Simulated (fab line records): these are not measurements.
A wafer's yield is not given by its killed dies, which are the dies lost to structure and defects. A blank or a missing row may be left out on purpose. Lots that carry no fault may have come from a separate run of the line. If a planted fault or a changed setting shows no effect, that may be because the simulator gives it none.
Matching of chambers -- flow n5_finfet -- rie_diel-04 running N5_GATE_CUT_STRIP_59: 4 sister chambers
The step strips in N2/H2, time 20 s. 8 wafers are shown with their chamber, then 12 later ones without.

## WAFERS, EACH WITH ITS CHAMBER
wafer,chamber,showerhead_plenum_p_Torr (Torr),drypump_motor_current_A (A)
L078.6,3,3.22,6.5
L086.1,2,3.46,5.8
L088.1,1,3.29,5.7
L088.2,0,3.46,5.8
L088.3,2,3.46,5.7
L088.4,3,3.21,6.5
L088.5,0,3.46,5.8
L088.6,1,3.29,5.7

## WAFERS WITHOUT THEIR CHAMBER
wafer,showerhead_plenum_p_Torr (Torr),drypump_motor_current_A (A)
L089.1,3.29,5.7
L089.2,3.21,6.5
L089.5,3.29,5.7
L096.3,3.28,5.7
L096.4,3.28,5.7
L096.5,3.45,5.8
L097.1,3.28,5.7
L097.2,3.45,5.8
L097.3,3.45,5.7
L097.4,3.45,5.8
L097.5,3.45,5.8
L097.6,3.28,5.8

## EACH ONE'S CHAMBER
wafer,from the rows above,in truth
L089.1,1,1
L089.2,3,3
L089.5,1,1
L096.3,1,1
L096.4,1,1
L096.5,can't be placed: 0 or 2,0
L097.1,1,1
L097.2,can't be placed: 0 or 2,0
L097.3,can't be placed: 2 or 0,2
L097.4,can't be placed: 0 or 2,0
L097.5,can't be placed: 0 or 2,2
L097.6,1,1
Correctly placed: 7 of 12. Can't be placed from these rows: 5 (the true chamber is among the candidates in 5). Wrongly placed: 0.
How it was worked out, from the rows above alone: a wafer's distance from a chamber is the root of the sum, over the readings, of the square of ((its reading less the chamber's mean) divided by the reading's scatter). The wafer belongs to the nearest chamber; if the next one is less than 2 further off, it can't be placed. For every chamber, the mean is computed from those of its wafers that are shown. The scatter: the root of (the sum of the squares of (reading less its chamber's mean) over the shown wafers, divided by (wafers less chambers)).
